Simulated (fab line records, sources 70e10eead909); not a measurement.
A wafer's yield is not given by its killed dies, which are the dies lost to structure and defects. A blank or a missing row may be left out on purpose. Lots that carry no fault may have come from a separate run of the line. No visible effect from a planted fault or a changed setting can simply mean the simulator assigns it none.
A struck lot beside a sound one -- flow nand harc -- 17 out of 1302 route steps
Sound: these wafers, L452.1, L452.4, L452.6. The struck wafers were L463.3, L463.4, L463.6. The cause is given at the end.
Each step with rows lists, per side, the tool, then ch with its chambers, then its first start. Under that, the readings that differ: sound wafers -- struck wafers -- difference of the means -- sigmas: that difference in standard deviations of wafers without a fault.
alike: words and numbers the same on both sides, and readings whose means are apart by under 2 such deviations; not compared: readings that were withheld, readings missing a value for some wafer, numbers with overlapping values and no deviation given by the record, and bounds like >300 which may hide the same value.
A row with sigmas, a row that says differs or no value, or rows on one side alone: a step with any of these is where the two part. Non-overlapping numbers with no deviation appear without sigmas and do not part them. A reading missing from all wafers of one side parts the sides only when that side holds two or more wafers.

NHARC_A_STAIRCASE_CMP_472: polishes SiO2.
  sound on cmp-03 ch 2,3, day 19 14:33; struck on cmp-03 ch 0,1, day 23 09:20
  alike: motor current A
next, for these wafers, 1 step has no rows: NHARC_A_STAIRCASE_SRD_474.
NHARC_A_STAIRCASE_INSPECT_155:
  sound: defect inspect-01 at day 19 14:52; struck: defect inspect-01 at day 23 09:41
  alike: raw defect count
NHARC_A_SGD_CUT_DEP_00: deposits SiNx, target thk 50 nm.
  sound on pecvd-03 ch 0,2, day 19 14:58; struck on pecvd-03 ch 0,1,2, day 23 09:46
  alike: heater power w
then, 7 steps without rows for these wafers: NHARC_A_SGD_CUT_DEHYDRATE_01 (time 120 s); NHARC_A_SGD_CUT_HMDS_02 (time 30 s); NHARC_A_SGD_CUT_COAT_56 (time 75 s); NHARC_A_SGD_CUT_COAT_57 (time 65 s); NHARC_A_SGD_CUT_COAT_03 (resist thk 90 nm); NHARC_A_SGD_CUT_SOFTBAKE_04 (time 55 s); NHARC_A_SGD_CUT_EBR_05.
NHARC_A_SGD_CUT_EXPOSE_06: exposes mask SGD.
  sound on arfi scanner-01 ch 0, day 19 15:31; struck on arfi scanner-03 ch 0, day 23 10:20
reading,sound,struck,difference,sigmas
exposure dose mJ cm2,85.63 85.51 85.52,94.34 94.44 94.38,+8.83,+99 or more
  alike: mask, focus offset nm
then, 2 steps without rows for these wafers: NHARC_A_SGD_CUT_PEB_07 (peb time 65 s); NHARC_A_SGD_CUT_DEVELOP_08 (develop time 35 s).
NHARC_A_SGD_CUT_CD_MEAS_09 targets a cd of 100 nm.
  sound on cd sem-02 ch 0, day 19 15:40; struck on cd sem-01 ch 0, day 23 10:28
reading,sound,struck,difference,sigmas
cd nm (nm),100.4 100.0 99.8,106.6 106.5 107.2,+6.7,+14
NHARC_A_SGD_CUT_OVL_MEAS_10:
  sound: overlay-01 at day 19 15:45; struck: overlay-01 at day 23 10:33
  alike: overlay x nm, overlay y nm
-- jump in the record: it breaks off in module A_SGD_CUT and resumes in module END (first step shown: number 1302 of the route), and 5 days separate the struck wafers' starts before and after --
NHARC_END_SORT_01:
  only the struck wafers appear in the record here, on prober-02 ch 0 at day 28 15:50; the sound ones have no rows

== WHERE THEY PART ==
Earliest at NHARC_A_SGD_CUT_EXPOSE_06; latest, in this record, at NHARC_END_SORT_01.

WHY: what had been put in by the simulator
Drift in process parameters on arfi scanner-03 at NHARC_A_SGD_CUT_EXPOSE_06, starting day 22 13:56. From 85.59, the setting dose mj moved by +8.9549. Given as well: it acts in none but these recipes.
